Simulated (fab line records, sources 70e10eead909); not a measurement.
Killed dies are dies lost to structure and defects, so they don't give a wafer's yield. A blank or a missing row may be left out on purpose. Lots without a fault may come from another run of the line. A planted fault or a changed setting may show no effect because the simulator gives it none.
Problem report in the 8D (eight disciplines) form, filled by code | flow nand_harc | the parts of the form that need people (team, actions taken, sign-off) are left out

1. THE PROBLEM
cd_nm at NHARC_THIN_TSV_CD_MEAS_16 reads a mean of 1008.8 nm on 1 wafer of 1 lot; wafers without a fault read 1001.4 nm with a standard deviation of 1.6. That is +4.6 standard deviations from the usual mean.
First seen on wafer L287.3, day 32 21:11, on cd_sem-01. The record holds 39 wafers of 13 lots with a number at this step. Rule for "out", or "out of limits": more than 4 standard deviations from the usual mean. The other wafers with a number count as sound.

2. WHAT IT IS AND WHAT IT IS NOT
question                    | is                | is not
which readings at this step | cd_nm             | -
which lots                  | L287              | L265, L266, L267, L269, L270, L271, L272, L273, L274, L275, L276, L280
which wafers of those lots  | L287.3            | L287.4, L287.5
read on which gauges        | cd_sem-01         | cd_sem-02, cd_sem-03
when                        | from day 32 21:11 | up to then (38 sound wafers)

3. SUSPECTS, AND WHAT RULES EACH OUT
Counting: a tool at a process step up to the reading stays a suspect if it ran every lot that is out. Sound lots after the first of them don't rule it out here, since some wafers of a struck lot are sound.
- the gauge at NHARC_THIN_TSV_CD_MEAS_16: ruled out. All the wafers that are out were read on cd_sem-01, but those of them that NHARC_THIN_TSV_ETCH_44 has rows for are out there too, on other tools.
- pecvd-01 at NHARC_THIN_TSV_DEP_43 (deposits SiO2, target thk 1328.5 nm): kept. It ran the lot that is out, L287 (day 32 19:22); its last sound lot up to then is L280 (day 30 04:18).
- rie_diel-11 at NHARC_THIN_TSV_ETCH_44 (etches the open film in CF4/O2, target depth 1594.2 nm, time 797.1 s): kept. It ran the lot that is out, L287 (day 32 20:31); its last sound lot up to then is L273 (day 27 19:51). Its own readings are out on those wafers: oes_product_au, rf_fwd_power_W.
- Within rie_diel-11 at NHARC_THIN_TSV_ETCH_44: the wafers that are out ran in chamber 0; their sound lot-mates ran in chambers 2, 3.
Left after counting: pecvd-01 at NHARC_THIN_TSV_DEP_43, rie_diel-11 at NHARC_THIN_TSV_ETCH_44.

4. THE CAUSE (what the simulator had put in)
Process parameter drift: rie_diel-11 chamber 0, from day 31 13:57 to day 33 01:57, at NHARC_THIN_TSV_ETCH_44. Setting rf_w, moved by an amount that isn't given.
Counting left 2 suspects, and this tool is among them.

5. THE CHAIN OF EFFECTS, in route order
Each row: a reading whose mean over the struck wafers that have a number lies more than 3 standard deviations from the usual. Only readings for which the record gives a usual standard deviation are gone through. hours: the time from each lot's start at the first step in this table that gives one to its start at this step, as a median over the lots. sigmas: the change in usual standard deviations.
hours | step                      | reading        | usual      | on struck wafers | change | sigmas
0     | NHARC_THIN_TSV_ETCH_44    | oes_product_au | 0.994 a.u. | 0.743            | -0.251 | -29
0     | NHARC_THIN_TSV_ETCH_44    | rf_fwd_power_W | 299.7 W    | 179.3            | -120.4 | -99 or more
1     | NHARC_THIN_TSV_CD_MEAS_16 | cd_nm          | 1001.4 nm  | 1008.8           | +7.4   | +4.6
The process steps in it:
- NHARC_THIN_TSV_ETCH_44: etches the open film in CF4/O2, target depth 1594.2 nm, time 797.1 s.

6. WHAT WOULD HAVE CAUGHT IT SOONER
In this record the first reading out of limits at a measuring or inspecting step was taken at day 32 21:11, 31 hours after the fault began at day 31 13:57.
The tool's own readings at NHARC_THIN_TSV_ETCH_44 were out on every struck wafer that the step has a row for (oes_product_au, rf_fwd_power_W): an alarm limit on them would have fired on the first of those.
All the lots that are out (1) had begun NHARC_THIN_TSV_ETCH_44 on rie_diel-11 by day 32 21:11. A hold on the tool at that time would have spared none of them.
